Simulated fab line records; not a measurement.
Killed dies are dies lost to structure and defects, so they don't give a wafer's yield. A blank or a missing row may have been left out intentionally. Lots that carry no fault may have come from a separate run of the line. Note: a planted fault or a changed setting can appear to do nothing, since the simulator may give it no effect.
fab line records    flow n5-finfet
record lots=7  wafers=21
route steps=1938 shown BEOL_M9@1446 BEOL_M10@1495 BEOL_M11@1536 BEOL_M12@1609
start-h: hours from the record's opening day to when the first of the lot's shown wafers began    wait-h: time in hours since the lot's previous step    " same as the row above    L1.1+2: several wafers, shown together as one row    - no value, or no start was given    * or withheld: withheld    < > ~ a bound
route shown NAME@n: NAME is a module with steps in the file, n the number in the route of the first one    usual: mean/standard deviation of fault-free wafers    same: alike in all rows    chamber/n: place in a boat    sites: the reading at each site    _std_site: how widely they spread, as a standard deviation    _edge_site: mean of outer sites minus mean of inner sites    radius-mm: for every site, how far away it sits from the centre of the wafer    mask NAME#n: copy n    behind: the most recent tool/chamber to have shaped the wafer    hold: why the lot was held/for how many hours/how that ended    device: which transistor (n, p or np) failed to switch    end of line: the tests these same wafers got at the end of their route    a step given without rows: its recipe and nothing more    killed: at the first sort, the dies lost to defects and structure; wafer yield is something else    map: the dies of a wafer, with x for killed, . for not killed, _ for no die there
set.NAME: the run value of the setting; set.NAME@STEP: its run value at that earlier step    model.NAME: the simulator's own value behind a step, which no gauge read
lots run with intentionally changed settings; tables by step, rows by wafer
## steps
# step N5_BEOL_M9_TRENCH_ETCH_37
# recipe chemistry=C4F6/O2  target-depth-a=1514.3  target=SiCOH_lowk  time-s=49  ion-energy-ev=250  pressure-mtorr=30  source-w=345  bias-w=185  Ar_flow_sccm=300  C4F6_flow_sccm=10  O2_flow_sccm=10
lot.wafer  tool         chamber  start-h  wait-h  set.time-s  model.BEOL_M9.feature-depth-nm  model.etch.depth-nm  model.TiN_of_BEOL_M9_HM_DEP_02.thk-nm
L078.3     rie-diel-04  0        -        -       55.28       170.2                           170.3                15.2
L078.4     "            2        "        "       55.28       173.6                           173.5                15
L078.5     "            3        "        "       49          151.4                           151.4                15.6
L079.1     rie-diel-02  2        -        -       49          152.6                           152.6                15.8
L079.4     "            2        "        "       49          152.2                           152.2                15.6
L079.6     "            0        "        "       49          149.2                           149.2                15.8
L082.2     rie-diel-06  1        -        -       49          157                             157                  15.8
L082.3     "            3        "        "       54.86       168.6                           168.5                15.6
L082.6     "            1        "        "       49          157.8                           157.7                15.8
L084.2     rie-diel-02  2        -        -       59.87       183.2                           183.1                15
L084.3     "            0        "        "       59.87       180.8                           180.8                15
L084.5     "            1        "        "       49          150                             150.1                16
L085.2     rie-diel-06  1        -        -       49          155.6                           155.6                15.4
L085.3     "            2        "        "       38.68       120.2                           120.2                16.2
L085.6     "            2        "        "       49          151.4                           151.3                15.4
L090.1     rie-diel-02  0        -        -       49          147                             147                  15.8
L090.2     "            3        "        "       42.14       130.2                           130.2                16.2
L090.4     "            0        "        "       42.14       126.6                           126.6                16
L092.2     rie-diel-02  2        -        -       49          152.8                           152.8                15.8
L092.5     "            3        "        "       49          153.6                           153.6                15.8
L092.6     "            2        "        "       49          152                             152.1                16
# step N5_BEOL_M9_ETCH_41
# recipe chemistry=CH3F/O2  target=SiCN  target-depth-a=366  taper-deg=2  time-s=70.1  ion-energy-ev=120  mask-material=TiN  pressure-mtorr=30  source-w=395  bias-w=75  Ar_flow_sccm=150  CH3F_flow_sccm=30  O2_flow_sccm=20
# step N5_BEOL_M9_STRIP_80
# recipe chemistry=N2/H2  time-s=10  power-w=450  temp-c=40  pressure-mtorr=20  rf-frequency-hz=6e+07  bias-power-w=7  n2-flow-sccm=200  h2-flow-sccm=200
# step N5_BEOL_M9_OCD_MEAS_38
# usual trench-depth-nm=151.7/2.7
lot.wafer  tool    chamber  start-h  wait-h  set.time-s@BEOL_M9_TRENCH_ETCH_37  trench-depth-nm
L078.3     ocd-02  -        233.53   -       55.28                              170.4
L078.4     "       -        "        "       55.28                              173.5
L078.5     "       -        "        "       49                                 151.1
L079.1     ocd-02  -        237.69   -       49                                 152.8
L079.4     "       -        "        "       49                                 152.5
L079.6     "       -        "        "       49                                 149.4
L082.2     ocd-01  -        272.54   -       49                                 156.8
L082.3     "       -        "        "       54.86                              169.3
L082.6     "       -        "        "       49                                 157.7
L084.2     ocd-01  -        284.40   -       59.87                              183.4
L084.3     "       -        "        "       59.87                              180.3
L084.5     "       -        "        "       49                                 150.4
L085.2     ocd-02  -        287.03   -       49                                 155.6
L085.3     "       -        "        "       38.68                              119.4
L085.6     "       -        "        "       49                                 151.4
L090.1     ocd-01  -        306.78   -       49                                 146.9
L090.2     "       -        "        "       42.14                              130.5
L090.4     "       -        "        "       42.14                              127.0
L092.2     ocd-02  -        318.81   -       49                                 152.7
L092.5     "       -        "        "       49                                 153.3
L092.6     "       -        "        "       49                                 152.2
# step N5_BEOL_M9_HM_STRIP_39
# recipe chemistry=peroxide-tin-strip  material=TiN  target-depth-a=250  temp-c=50  time-s=158
# step N5_BEOL_M9_SRD_40
# recipe time-s=30  temp-c=23  rinse-liquid=diw  dry=ipa-marangoni
# step N5_BEOL_M9_ECD_50
# recipe material=Cu  target-thk-a=3180
# step N5_BEOL_M9_ANNEAL_51
# recipe temp-c=225  time-s=90  ambient=N2
# step N5_BEOL_M9_CMP_52
# recipe stop-on=SiCOH_lowk  t-overpolish-s=7  down-force-psi=1  platen-rpm=50  clearing-platen-down-force-psi=1.5  clearing-platen-rpm=50  post-cmp-clean=cu-alkaline  target-thk-nm=140  clearing-platen-pad-velocity-m-s=0.99484  pad-velocity-m-s=0.99484
lot.wafer  tool    chamber  start-h  wait-h  set.time-s@BEOL_M9_TRENCH_ETCH_37  model.Cu_of_BEOL_M9_ECD_50.thk-nm
L078.4     cmp-01  0        235.75   0.1     55.28                              160.6
L078.3     "       1        "        "       55.28                              157
L078.5     "       1        "        "       49                                 138.2
L079.4     cmp-01  1        239.68   0.1     49                                 140
L079.1     "       0        "        "       49                                 139.4
L079.6     "       2        "        "       49                                 137
L082.3     cmp-01  2        274.61   0.2     54.86                              155.2
L082.2     "       3        "        "       49                                 144.2
L082.6     "       1        "        "       49                                 146
L084.3     cmp-03  2        286.31   0.2     59.87                              169.6
L084.2     "       1        "        "       59.87                              170
L084.5     "       2        "        "       49                                 138.6
L085.3     cmp-03  1        289.79   0.2     38.68                              109.8
L085.2     "       2        "        "       49                                 145.4
L085.6     "       1        "        "       49                                 140.2
L090.2     cmp-02  2        309.22   0.2     42.14                              117.8
L090.4     "       3        "        "       42.14                              114
L090.1     "       1        "        "       49                                 135.2
L092.2     cmp-01  1        322.67   0.2     49                                 140.2
L092.5     "       0        "        "       49                                 142.2
L092.6     "       1        "        "       49                                 139.6
# step N5_BEOL_M9_THK_MEAS_53
# recipe thk-meas-gauge=xrf  reads=Cu_of_BEOL_M9_ECD_50
# usual M9_THK=138.9/3
lot.wafer  tool           chamber  start-h  wait-h  set.time-s@BEOL_M9_TRENCH_ETCH_37  M9_THK[nm]
L078.3     film-metro-02  -        236.05   -       55.28                              157.1
L078.4     "              -        "        "       55.28                              161.4
L078.5     "              -        "        "       49                                 138.3
L079.1     film-metro-02  -        239.97   -       49                                 139.7
L079.4     "              -        "        "       49                                 140.3
L079.6     "              -        "        "       49                                 137.2
L082.2     film-metro-02  -        274.86   -       49                                 142.7
L082.3     "              -        "        "       54.86                              154.0
L082.6     "              -        "        "       49                                 145.0
L084.2     film-metro-02  -        286.60   -       59.87                              168.1
L084.3     "              -        "        "       59.87                              168.1
L084.5     "              -        "        "       49                                 137.3
L085.2     film-metro-02  -        290.05   -       49                                 144.6
L085.3     "              -        "        "       38.68                              108.9
L085.6     "              -        "        "       49                                 139.2
L090.1     film-metro-02  -        309.51   -       49                                 134.7
L090.2     "              -        "        "       42.14                              116.5
L090.4     "              -        "        "       42.14                              113.2
L092.2     film-metro-02  -        322.93   -       49                                 140.3
L092.5     "              -        "        "       49                                 142.6
L092.6     "              -        "        "       49                                 140.0
# step N5_BEOL_M9_PRE_CLEAN_55
# recipe gas=NH3  time-s=15  temp-c=withheld  rf-power-w=300
# step N5_BEOL_M9_DEP_56
# recipe material=SiCN  target-thk-a=150  temp-c=withheld  precursor=3MS/NH3  pressure-torr=3  rf-w=202  time-s=26.5
# step N5_BEOL_M9_RS_MEAS_57
# recipe thk-meas-gauge=four-point-probe  reads=Cu_of_BEOL_M9_ECD_50+Co_of_BEOL_M9_CVD_78+TaN_of_BEOL_M9_ALD_74
# usual M9_RS=0.151/0.0033
lot.wafer  tool           chamber  start-h  wait-h  set.time-s@BEOL_M9_TRENCH_ETCH_37  M9_RS[ohm/sq]
L078.3     film-metro-01  -        236.18   0.1     55.28                              0.133
L078.4     "              -        "        "       55.28                              0.130
L078.5     "              -        "        "       49                                 0.153
L079.1     film-metro-01  -        240.11   0.1     49                                 0.152
L079.4     "              -        "        "       49                                 0.151
L079.6     "              -        "        "       49                                 0.154
L082.2     film-metro-01  -        275.00   0.1     49                                 0.146
L082.3     "              -        "        "       54.86                              0.135
L082.6     "              -        "        "       49                                 0.144
L084.2     film-metro-01  -        286.74   0.1     59.87                              0.122
L084.3     "              -        "        "       59.87                              0.122
L084.5     "              -        "        "       49                                 0.152
L085.2     film-metro-02  -        290.19   0.1     49                                 0.145
L085.3     "              -        "        "       38.68                              0.198
L085.6     "              -        "        "       49                                 0.151
L090.1     film-metro-01  -        309.65   0.1     49                                 0.156
L090.2     "              -        "        "       42.14                              0.183
L090.4     "              -        "        "       42.14                              0.189
L092.2     film-metro-01  -        323.06   0.1     49                                 0.150
L092.5     "              -        "        "       49                                 0.148
L092.6     "              -        "        "       49                                 0.151
# step N5_BEOL_M10_COAT_64
# recipe resist=SiARC  temp-c=220  time-s=60  spin-rpm=1500  resist-thk-nm=30
lot.wafer   tool            chamber  start-h  wait-h  set.spin-rpm  model.SiARC_of_BEOL_M10_COAT_64.thk-nm
L078.3+5    litho-track-04  0        -        -       1500          30.2
L078.4      "               0        "        "       1500          30
L079.1+4+6  litho-track-03  0        -        -       1500          30
L082.2      litho-track-03  0        -        -       1594          29.2
L082.3      "               0        "        "       1500          30.2
L082.6      "               0        "        "       1594          29.4
L084.2+5    litho-track-04  0        -        -       1500          30.2
L084.3      "               0        "        "       1554          29.6
L085.2+3    litho-track-04  0        -        -       1500          30
L085.6      "               0        "        "       1377          31.4
L090.1+4    litho-track-04  0        -        -       1500          30
L090.2      "               0        "        "       1500          30.2
L092.2      litho-track-02  0        -        -       1500          30
L092.5      "               0        "        "       1612          28.8
L092.6      "               0        "        "       1500          29.8
# step N5_BEOL_M10_COAT_22
# recipe resist=CAR-ArF  spin-rpm=1500  resist-thk-nm=90
lot.wafer  tool            chamber  start-h  wait-h  set.spin-rpm  model.CAR-ArF_of_BEOL_M10_COAT_22.thk-nm
L078.3+5   litho-track-04  0        -        -       1500          90.2
L078.4     "               0        "        "       1651          86
L079.1+4   litho-track-03  0        -        -       1500          90.2
L079.6     "               0        "        "       1500          90
L082.2     litho-track-03  0        -        -       1500          90.2
L082.3     "               0        "        "       1384          94
L082.6     "               0        "        "       1384          93.8
L084.2     litho-track-04  0        -        -       1500          90.6
L084.3+5   "               0        "        "       1500          90.4
L085.2     litho-track-04  0        -        -       1608          86.8
L085.3     "               0        "        "       1608          86.6
L085.6     "               0        "        "       1500          90
L090.1     litho-track-04  0        -        -       1500          90.4
L090.2     "               0        "        "       1500          90.8
L090.4     "               0        "        "       1440          92.2
L092.2+5   litho-track-02  0        -        -       1658          86.2
L092.6     "               0        "        "       1500          90.8
# step N5_BEOL_M10_EBR_24
# recipe solvent=PGMEA  ebr-width-mm=1.5
# step N5_BEOL_M10_SOFTBAKE_23
# recipe temp-c=110  time-s=60  resist=CAR-ArF
# step N5_BEOL_M10_DESCUM_33
# recipe chemistry=O2  time-s=7.9  source-power-w=50  bias-power-w=20  pressure-mtorr=20  rf-frequency-hz=2.712e+07  temp-c=40  resist=CAR-ArF  o2-flow-sccm=225
lot.wafer  tool         chamber  start-h  wait-h  set.spin-rpm@BEOL_M10_COAT_22  model.CAR-ArF_of_BEOL_M10_COAT_22.thk-nm
L078.3+5   rie-diel-01  2,1      241.57   0.0     1500                           83.8
L078.4     "            3        "        "       1651                           79.4
L079.1+4   rie-diel-05  0,3      243.73   0.3     1500                           83.6
L079.6     "            3        "        "       1500                           83.4
L082.2     rie-diel-01  2        278.34   0.0     1500                           83.6
L082.3     "            3        "        "       1384                           87.6
L082.6     "            1        "        "       1384                           87.4
L084.2+5   rie-diel-01  0        290.62   0.2     1500                           84
L084.3     "            2        "        "       1500                           83.8
L085.2     rie-diel-01  3        292.71   0.3     1608                           80.4
L085.3     "            2        "        "       1608                           80.2
L085.6     "            3        "        "       1500                           83.4
L090.1     rie-diel-01  3        312.47   0.0     1500                           84
L090.2     "            2        "        "       1500                           84.2
L090.4     "            0        "        "       1440                           85.6
L092.2+5   rie-diel-03  3,0      327.82   0.0     1658                           79.6
L092.6     "            3        "        "       1500                           84.2
# step N5_BEOL_M10_ETCH_65
# recipe chemistry=CF4  target=SiARC  target-depth-a=390  mask-material=CAR-ArF  time-s=65  ion-energy-ev=80  pressure-mtorr=40  source-w=545  bias-w=36  Ar_flow_sccm=100  cf4-flow-sccm=100  ends=cleared
lot.wafer  tool         chamber  start-h  wait-h  set.spin-rpm@BEOL_M10_COAT_64  set.spin-rpm@BEOL_M10_COAT_22  model.CAR-ArF_of_BEOL_M10_COAT_22.thk-nm  model.etch.depth-nm
L078.3     rie-diel-01  2        241.61   0.0     1500                           1500                           55.6                                      30.17
L078.4     "            3        "        "       1500                           1651                           51.4                                      30.08
L078.5     "            1        "        "       1500                           1500                           55.6                                      30.11
L079.1     rie-diel-05  0        243.76   0.0     1500                           1500                           55.8                                      29.96
L079.4     "            3        "        "       1500                           1500                           55.6                                      30.05
L079.6     "            3        "        "       1500                           1500                           55.4                                      30.07
L082.2     rie-diel-01  2        278.38   0.0     1594                           1500                           56.4                                      29.17
L082.3     "            3        "        "       1500                           1384                           59.4                                      30.14
L082.6     "            1        "        "       1594                           1384                           60                                        29.32
L084.2     rie-diel-01  0        290.66   0.0     1500                           1500                           56                                        30.17
L084.3     "            2        "        "       1554                           1500                           56.4                                      29.57
L084.5     "            0        "        "       1500                           1500                           55.8                                      30.19
L085.2     rie-diel-01  3        292.74   0.0     1500                           1608                           52.4                                      30.03
L085.3     "            2        "        "       1500                           1608                           52.2                                      30.08
L085.6     "            3        "        "       1377                           1500                           54.2                                      31.38
L090.1     rie-diel-01  3        312.50   0.0     1500                           1500                           56                                        30.07
L090.2     "            2        "        "       1500                           1500                           56.2                                      30.1
L090.4     "            0        "        "       1500                           1440                           57.6                                      29.99
L092.2     rie-diel-03  3        327.85   0.0     1500                           1658                           51.8                                      29.95
L092.5     "            0        "        "       1612                           1658                           52.8                                      28.88
L092.6     "            3        "        "       1500                           1500                           56.4                                      29.9
# step N5_BEOL_M11_ILD_DEP_00
# recipe material=SiCOH_lowk  target-thk-a=3085.1  temp-c=300  precursor=DEMS/porogen  pressure-torr=5  rf-w=500  time-s=58
lot.wafer  tool      chamber  start-h  wait-h  set.time-s  model.SiCOH_lowk_of_BEOL_M11_ILD_DEP_00.thk-nm
L078.3     pecvd-03  2        245.97   0.0     58          306.8
L078.4     "         0        "        "       58          312.4
L078.5     "         2        "        "       58          312
L079.1     pecvd-04  0        247.96   0.0     58          303.8
L079.4     "         2        "        "       58          310.2
L079.6     "         0        "        "       58          305.8
L082.2     pecvd-04  1        281.37   0.0     65.86       346.8
L082.3     "         2        "        "       65.86       344
L082.6     "         0        "        "       58          310.8
L084.2     pecvd-03  2        294.73   0.0     53.44       289
L084.3     "         1        "        "       53.44       284.4
L084.5     "         0        "        "       58          312.8
L085.2     pecvd-04  2        296.29   0.0     64.88       345.6
L085.3     "         1        "        "       58          311.4
L085.6     "         2        "        "       64.88       345.2
L090.1     pecvd-01  1        316.98   0.0     61.61       327.8
L090.2     "         2        "        "       58          309.6
L090.4     "         2        "        "       58          313.8
L092.2     pecvd-04  0        330.85   0.0     58          306.8
L092.5     "         2        "        "       61.93       330.4
L092.6     "         0        "        "       61.93       333.6
# step N5_BEOL_M11_CURE_71
# recipe temp-c=385  time-s=240  ambient=He/Ar  material=SiCOH_lowk
lot.wafer  tool        chamber  start-h  wait-h  set.time-s@BEOL_M11_ILD_DEP_00  model.SiCOH_lowk_of_BEOL_M11_ILD_DEP_00.thk-nm
L078.3     uv-cure-02  2        246.21   0.2     58                              266.4
L078.4     "           2        "        "       58                              271.4
L078.5     "           2        "        "       58                              271.2
L079.1     uv-cure-01  2        248.04   0.0     58                              264
L079.4     "           2        "        "       58                              269.4
L079.6     "           2        "        "       58                              265.6
L082.2     uv-cure-03  2        281.56   0.2     65.86                           301.8
L082.3     "           2        "        "       65.86                           299.4
L082.6     "           2        "        "       58                              270
L084.2     uv-cure-02  1        295.13   0.4     53.44                           250.8
L084.3     "           1        "        "       53.44                           246.8
L084.5     "           1        "        "       58                              271.8
L085.2     uv-cure-01  0        296.53   0.2     64.88                           300.8
L085.3     "           0        "        "       58                              270.6
L085.6     "           0        "        "       64.88                           300.4
L090.1     uv-cure-03  0        317.06   0.0     61.61                           285
L090.2     "           0        "        "       58                              269
L090.4     "           0        "        "       58                              272.8
L092.2     uv-cure-03  0        331.01   0.1     58                              266.4
L092.5     "           0        "        "       61.93                           287.4
L092.6     "           0        "        "       61.93                           290.2
# step N5_BEOL_M11_THK_MEAS_01
# recipe reads=SiCOH_lowk_of_BEOL_M11_ILD_DEP_00
# usual M11_ILD_THK=268/3.5
lot.wafer  tool           chamber  start-h  wait-h  set.time-s@BEOL_M11_ILD_DEP_00  M11_ILD_THK[nm]
L078.3     film-metro-02  -        246.57   0.3     58                              266
L078.4     "              -        "        "       58                              272
L078.5     "              -        "        "       58                              271
L079.1     film-metro-02  -        248.55   0.4     58                              264
L079.4     "              -        "        "       58                              270
L079.6     "              -        "        "       58                              265
L082.2     film-metro-02  -        281.99   0.4     65.86                           302
L082.3     "              -        "        "       65.86                           300
L082.6     "              -        "        "       58                              270
L084.2     film-metro-01  -        296.76   1.3     53.44                           251
L084.3     "              -        "        "       53.44                           247
L084.5     "              -        "        "       58                              272
L085.2     film-metro-02  -        296.96   0.4     64.88                           301
L085.3     "              -        "        "       58                              270
L085.6     "              -        "        "       64.88                           300
L090.1     film-metro-01  -        317.57   0.4     61.61                           285
L090.2     "              -        "        "       58                              269
L090.4     "              -        "        "       58                              273
L092.2     film-metro-02  -        331.44   0.4     58                              266
L092.5     "              -        "        "       61.93                           287
L092.6     "              -        "        "       61.93                           290
# step N5_BEOL_M11_PECVD_70
# recipe material=SiO2  target-thk-a=200  temp-c=400  precursor=TEOS/O2  pressure-torr=5.5  rf-w=450  teos-flow-sccm=53.8  gas=O2  flow-sccm=3000  time-s=22.7
lot.wafer  tool      chamber  start-h  wait-h  set.temp-c  model.SiO2_of_BEOL_M11_PECVD_70.thk-nm
L078.3     pecvd-01  0        246.60   0.0     406.2       19
L078.4     "         1        "        "       400         20.2
L078.5     "         2        "        "       400         20
L079.1     pecvd-01  1        248.60   0.0     400         19.8
L079.4     "         2        "        "       400         20
L079.6     "         1        "        "       400         20.2
L082.2+6   pecvd-04  2,1      282.03   0.0     400         20.4
L082.3     "         0        "        "       400         19.8
L084.2+5   pecvd-01  0,2      296.80   0.0     400         20
L084.3     "         1        "        "       400         19.8
L085.2     pecvd-04  2        297.00   0.0     400         20.4
L085.3     "         0        "        "       406.2       19
L085.6     "         2        "        "       406.2       19.6
L090.1     pecvd-01  2        317.61   0.0     400         20
L090.2     "         1        "        "       412.9       18.4
L090.4     "         2        "        "       400         20.4
L092.2+6   pecvd-04  2        331.48   0.0     400         20.4
L092.5     "         0        "        "       388.7       22.2
# step N5_BEOL_M12_PEB_08
# recipe peb-temp-c=130  peb-time-s=90
lot.wafer   tool            chamber  start-h  wait-h  set.peb-temp-c
L078.3+5    litho-track-02  0        254.61   0.0     130
L078.4      "               0        "        "       133.7
L079.1+4+6  litho-track-01  0        259.42   0.1     130
L082.2+3    litho-track-03  0        292.07   0.0     130
L082.6      "               0        "        "       128
L084.2      litho-track-02  0        304.93   0.0     127.9
L084.3+5    "               0        "        "       130
L085.2      litho-track-01  0        306.36   0.0     131.7
L085.3+6    "               0        "        "       130
L090.1+2+4  litho-track-03  0        324.31   0.1     130
L092.2      litho-track-01  0        338.47   0.0     132.4
L092.5+6    "               0        "        "       130
# step N5_BEOL_M12_DEVELOP_09
# recipe develop-time-s=45  rinse-liquid=diw  dry=air-spin  dev-temp-c=21
# step N5_BEOL_M12_HARDBAKE_14
# recipe temp-c=130  time-s=120
# step N5_BEOL_M12_CD_MEAS_10
# recipe target-cd-nm=140  landing-energy-ev=500  detector=se-inlens  polarity=opening
# usual cd-nm=139.5/1.5
lot.wafer  tool       chamber  start-h  wait-h  set.peb-temp-c@BEOL_M12_PEB_08  cd-nm
L078.3     cd-sem-03  0        254.73   -       130                             137.0
L078.4     "          0        "        "       133.7                           148.9
L078.5     "          0        "        "       130                             139.7
L079.1     cd-sem-01  0        259.54   -       130                             139.0
L079.4     "          0        "        "       130                             140.3
L079.6     "          0        "        "       130                             137.8
L082.2     cd-sem-02  0        292.19   -       130                             138.1
L082.3     "          0        "        "       130                             137.0
L082.6     "          0        "        "       128                             129.2
L084.2     cd-sem-03  0        305.05   -       127.9                           132.0
L084.3     "          0        "        "       130                             139.6
L084.5     "          0        "        "       130                             140.5
L085.2     cd-sem-01  0        306.48   -       131.7                           146.8
L085.3     "          0        "        "       130                             142.0
L085.6     "          0        "        "       130                             140.2
L090.1     cd-sem-02  0        324.42   -       130                             140.1
L090.2     "          0        "        "       130                             137.9
L090.4     "          0        "        "       130                             139.8
L092.2     cd-sem-01  0        338.58   -       132.4                           148.0
L092.5     "          0        "        "       130                             140.4
L092.6     "          0        "        "       130                             140.2
# step N5_BEOL_M12_STRIP_71
# recipe chemistry=post-etch-residue-remover  time-s=60  temp-c=25  remover-ph=withheld  remover-water-wt-pct=withheld  remover-fluoride-wt-pct=withheld
# step N5_BEOL_M12_SRD_72
# recipe time-s=30  temp-c=23  rinse-liquid=diw  dry=n2-spin  spin-rpm=1500  dry-time-s=30
# step N5_BEOL_M12_CD_MEAS_17
# recipe target-cd-nm=140  polarity=opening
# usual cd-nm=139.6/1.6
lot.wafer  tool       chamber  start-h  wait-h  set.peb-temp-c@BEOL_M12_PEB_08  cd-nm
L078.3     cd-sem-03  -        255.41   0.0     130                             138.4
L078.4     "          -        "        "       133.7                           150.0
L078.5     "          -        "        "       130                             139.1
L079.1     cd-sem-02  -        260.12   0.0     130                             139.7
L079.4     "          -        "        "       130                             140.0
L079.6     "          -        "        "       130                             137.6
L082.2     cd-sem-01  -        292.79   0.0     130                             138.4
L082.3     "          -        "        "       130                             137.9
L082.6     "          -        "        "       128                             130.3
L084.2     cd-sem-01  -        305.63   0.0     127.9                           132.6
L084.3     "          -        "        "       130                             139.5
L084.5     "          -        "        "       130                             139.9
L085.2     cd-sem-02  -        307.21   0.0     131.7                           146.6
L085.3     "          -        "        "       130                             142.2
L085.6     "          -        "        "       130                             141.3
L090.1     cd-sem-01  -        325.01   0.0     130                             138.7
L090.2     "          -        "        "       130                             137.8
L090.4     "          -        "        "       130                             139.4
L092.2     cd-sem-01  -        339.30   0.0     132.4                           148.0
L092.5     "          -        "        "       130                             141.1
L092.6     "          -        "        "       130                             139.4
## key
split step=N5_BEOL_M9_TRENCH_ETCH_37  setting=time-s  stated=49  by=wafer
response step=N5_BEOL_M9_TRENCH_ETCH_37  reading=model.BEOL_M9.feature-depth-nm  change=+1.44  per=1%  r=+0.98
response step=N5_BEOL_M9_TRENCH_ETCH_37  reading=model.etch.depth-nm  change=+1.44  per=1%  r=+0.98
response step=N5_BEOL_M9_TRENCH_ETCH_37  reading=model.TiN_of_BEOL_M9_HM_DEP_02.thk-nm  change=-0.0362  per=1%  r=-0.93
response step=N5_BEOL_M9_OCD_MEAS_38  reading=trench-depth-nm  change=+1.45  per=1%  r=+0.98
response step=N5_BEOL_M9_CMP_52  reading=model.Cu_of_BEOL_M9_ECD_50.thk-nm  change=+1.42  per=1%  r=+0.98
response step=N5_BEOL_M9_THK_MEAS_53  reading=M9_THK  change=+1.42  per=1%  r=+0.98
response step=N5_BEOL_M9_RS_MEAS_57  reading=M9_RS  change=-0.00177  per=1%  r=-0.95
split step=N5_BEOL_M10_COAT_64  setting=spin-rpm  stated=1500  by=wafer
response step=N5_BEOL_M10_COAT_64  reading=model.SiARC_of_BEOL_M10_COAT_64.thk-nm  change=-0.157  per=1%  r=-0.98
response step=N5_BEOL_M10_ETCH_65  reading=model.etch.depth-nm  change=-0.152  per=1%  r=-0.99
split step=N5_BEOL_M10_COAT_22  setting=spin-rpm  stated=1500  by=wafer
response step=N5_BEOL_M10_COAT_22  reading=model.CAR-ArF_of_BEOL_M10_COAT_22.thk-nm  change=-0.44  per=1%  r=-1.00
response step=N5_BEOL_M10_DESCUM_33  reading=model.CAR-ArF_of_BEOL_M10_COAT_22.thk-nm  change=-0.445  per=1%  r=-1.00
response step=N5_BEOL_M10_ETCH_65  reading=model.CAR-ArF_of_BEOL_M10_COAT_22.thk-nm  change=-0.384  per=1%  r=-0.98
split step=N5_BEOL_M11_ILD_DEP_00  setting=time-s  stated=58  by=wafer
response step=N5_BEOL_M11_ILD_DEP_00  reading=model.SiCOH_lowk_of_BEOL_M11_ILD_DEP_00.thk-nm  change=+2.86  per=1%  r=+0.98
response step=N5_BEOL_M11_CURE_71  reading=model.SiCOH_lowk_of_BEOL_M11_ILD_DEP_00.thk-nm  change=+2.53  per=1%  r=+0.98
response step=N5_BEOL_M11_THK_MEAS_01  reading=M11_ILD_THK  change=+2.54  per=1%  r=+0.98
split step=N5_BEOL_M11_PECVD_70  setting=temp-c  stated=400  by=wafer
response step=N5_BEOL_M11_PECVD_70  reading=model.SiO2_of_BEOL_M11_PECVD_70.thk-nm  change=-0.617  per=1%  r=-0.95
split step=N5_BEOL_M12_PEB_08  setting=peb-temp-c  stated=130  by=wafer
response step=N5_BEOL_M12_CD_MEAS_10  reading=cd-nm  change=+4.25  per=1%  r=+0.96
response step=N5_BEOL_M12_CD_MEAS_17  reading=cd-nm  change=+4.18  per=1%  r=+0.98
